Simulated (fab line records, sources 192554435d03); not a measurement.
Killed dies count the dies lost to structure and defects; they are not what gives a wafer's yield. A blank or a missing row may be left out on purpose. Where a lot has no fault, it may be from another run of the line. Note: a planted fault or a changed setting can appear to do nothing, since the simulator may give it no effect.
Lot-split experiment	flow n5 finfet	on a route of 1938 steps: 7 lots, 21 wafers read

== SPLIT DETAILS ==
At N5_BEOL_M0_SAQP_DESCUM_45 (chemistry O2, time 7 s), the setting time s was moved away from the recipe's 7 s on 6 of the 21 wafers read, by -22.1% to +7.1%. This setting was run at the recipe's value on the other wafers.

The reading is taken at the split's own step.

== THE READING ==
CAR-EUV_of_BEOL_M0_SAQP_COAT_34.thk nm (the simulator's own value, which no gauge read), in nm, at N5_BEOL_M0_SAQP_DESCUM_45 (chemistry O2, time 7 s). The file gives no usual value for it. The 15 wafers here that ran the recipe average 26.0 nm, standard deviation 0.14 nm.

wafer	tool, chamber at the split	time s as run, s	against the recipe	CAR-EUV_of_BEOL_M0_SAQP_COAT_34.thk nm, nm	against lot-mates on the recipe
L074.4	rie diel-06, 3	7	recipe	26	-
L074.5	rie diel-06, 3	7	recipe	26	-
L074.6	rie diel-06, 0	7	recipe	25.8	-
L075.2	rie diel-04, 3	7	recipe	26	-
L075.3	rie diel-04, 2	7	recipe	26.2	-
L075.4	rie diel-04, 0	7	recipe	26.2	-
L084.3	rie diel-03, 1	7	recipe	26	-
L084.6	rie diel-03, 1	7	recipe	26	-
L084.5	rie diel-03, 2	7	recipe	26	-
L088.1	rie diel-03, 1	5.454	-22.1%	26.6	+0.8
L088.3	rie diel-03, 3	7	recipe	25.8	-
L088.5	rie diel-03, 0	7	recipe	25.8	-
L091.1	rie diel-03, 0	6.589	-5.9%	26.2	+0.2
L091.2	rie diel-03, 3	7	recipe	26	-
L091.5	rie diel-03, 3	6.589	-5.9%	26.2	+0.2
L093.1	rie diel-06, 3	7	recipe	26.2	-
L093.2	rie diel-06, 0	5.947	-15.0%	26.6	+0.4
L093.5	rie diel-06, 3	7	recipe	26.2	-
L097.4	rie diel-06, 0	7.494	+7.1%	26	-0.2
L097.5	rie diel-06, 1	7.494	+7.1%	25.8	-0.4
L097.6	rie diel-06, 2	7	recipe	26.2	-

THE FIT
A straight line over all 21 wafers: CAR-EUV_of_BEOL_M0_SAQP_COAT_34.thk nm changes by -0.0279 nm for each +1% of time s; r = -0.80; the points scatter about the line by 0.14 nm.
The same after taking each lot's own level away (the mean of its wafers on the recipe; 21 wafers): -0.0347 nm for each +1%; r = -0.96; scatter 0.07 nm.
On that fit, the largest move of time s shifts the reading by 0.77 nm.
The lots' own levels span 25.80 to 26.20 nm, that is 2.8 times the standard deviation above.
Thus the slope moves with the lot-to-lot level: the two fits are different.
Check: with one of the wafers moved furthest among these (-22.1%) left out of the fit, the line predicts +0.702 nm for it against its lot-mates. Against them it came out at +0.8 nm.

== OTHER SPLITS ON THESE WAFERS ==
Other splits were also applied to these wafers ahead of the reading. Each is held against what the fit with the lots' levels taken away leaves over:
other split on the same wafers	wafers away from the commonest value	r with CAR-EUV_of_BEOL_M0_SAQP_COAT_34.thk nm (lot level and that fit taken away)
N5_MOL_CONTACT_COAG_ETCHBACK_135 time s	6	-0.03
N5_MOL_CONTACT_COAG_ETCH_47 over etch frac	12	-0.03
N5_BEOL_M0_SAQP_SPACER1_ALD_98 temp c	7	+0.08
N5_BEOL_M0_SAQP_EXPOSE_37 dose mj	9	+0.19

== FILE'S OWN FIT ==
CAR-EUV_of_BEOL_M0_SAQP_COAT_34.thk nm changes by -0.0338 nm for each +1% of time s, r = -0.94.
